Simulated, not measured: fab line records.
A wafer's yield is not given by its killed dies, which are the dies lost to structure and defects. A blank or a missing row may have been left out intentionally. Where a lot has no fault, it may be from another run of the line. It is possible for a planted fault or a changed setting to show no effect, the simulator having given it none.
Matching of chambers -- flow n5 finfet -- 3 sister chambers for N5_BEOL_M0_SAQP_ILD_DEP_01 on pecvd-01
The step deposits SiOC from DEMS/O2, target thk 45.419 nm, time 8.7 s. 3 wafers are shown with their chamber, then 8 later ones without.

EACH WAFER AND ITS CHAMBER
wafer,chamber,throttle valve pct (%)
L084.6,1,14.0
L086.5,2,11.5
L091.1,0,10.8

WAFERS WITH NO CHAMBER GIVEN
wafer,throttle valve pct (%)
L091.2,13.8
L091.6,10.9
L095.2,10.4
L095.3,13.9
L095.5,10.8
L096.2,11.0
L096.4,13.8
L096.5,11.3

WHICH CHAMBER EACH ONE RAN IN
wafer,from the rows above,in truth
L091.2,1,1
L091.6,0,0
L095.2,0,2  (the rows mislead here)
L095.3,1,1
L095.5,0,0
L096.2,can't be placed: 0 or 2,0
L096.4,1,1
L096.5,can't be placed: 2 or 0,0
Placed correctly: 5 of 8. These rows do not allow placing 2 (true chamber among the candidates in 2). Number placed wrongly: 1.
How it was worked out, from the rows above alone: a wafer's distance from a chamber is the root of the sum, over the readings, of the square of ((its reading less the chamber's mean) divided by the reading's scatter). The wafer belongs to the nearest chamber; if the next one is less than 2 further off, it can't be placed. Each chamber's mean is taken over the wafers shown for it. The scatter (one wafer shown for each chamber): square how far every hidden wafer sits from the nearest shown wafer, average those squares and take the square root.
